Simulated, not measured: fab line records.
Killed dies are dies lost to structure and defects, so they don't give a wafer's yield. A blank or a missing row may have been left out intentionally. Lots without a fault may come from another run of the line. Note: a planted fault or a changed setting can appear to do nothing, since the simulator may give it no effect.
Matching of chambers	flow n5_finfet	N5_BEOL_M2_VIA_ETCH_34 on rie_diel-06: 4 sister chambers
The step etches the open film in C4F6/O2, target depth 69.4 nm, time 65.9 s. 14 wafers are shown with their chamber, then 7 later ones without.

EACH WAFER AND ITS CHAMBER
wafer	chamber	drypump_motor_current_A (A)	throttle_valve_pct (%)	rf_vpp_V (V)
L076.1	2	5.1	31.01	667
L076.3	1	5.9	31.35	664
L076.4	3	5.7	30.69	677
L079.1	0	5.8	31.04	655
L079.4	3	5.8	30.67	676
L079.6	2	5.1	31.03	666
L082.1	2	5.1	31.03	665
L082.5	0	5.8	31.06	656
L082.6	1	5.9	31.12	676
L083.4	2	5.1	31.01	664
L083.5	1	5.9	31.10	674
L083.6	3	5.7	30.68	676
L087.1	1	5.9	31.11	676
L087.2	0	5.8	31.06	655

SIGNATURES, as means of the wafers listed above
reading	chamber 0	chamber 1	chamber 2	chamber 3	scatter within a chamber
drypump_motor_current_A	5.800	5.900	5.100	5.733	0.0258
throttle_valve_pct	31.0533	31.1700	31.0200	30.6800	0.0665
rf_vpp_V	655.33	672.50	665.50	676.33	3.25
Rule: a wafer lies at a distance from a chamber equal to the root of the sum of squares, over the readings, of (its reading less the chamber's mean, divided by the reading's scatter). The wafer belongs to the nearest chamber; if the next one is less than 2 further off, it can't be placed. The scatter is the square root of a quotient: the sum, over the shown wafers, of each reading's squared deviation from its chamber's mean, divided by wafers minus chambers.

WAFERS WHOSE CHAMBER IS MISSING
wafer	drypump_motor_current_A (A)	throttle_valve_pct (%)	rf_vpp_V (V)
L087.6	5.1	31.03	666
L096.3	5.9	31.15	676
L096.4	5.8	30.78	653
L096.5	5.8	30.81	656
L097.2	5.9	31.14	675
L097.3	5.8	30.71	676
L097.4	5.1	31.07	665

THE CHAMBER EACH PASSED THROUGH
wafer	from the rows above	in truth
L087.6	2	2
L096.3	1	1
L096.4	0	0
L096.5	0	0
L097.2	1	1
L097.3	3	3
L097.4	2	2
7 of 7 placed correctly. Can't be placed from these rows: 0. Number placed wrongly: 0.
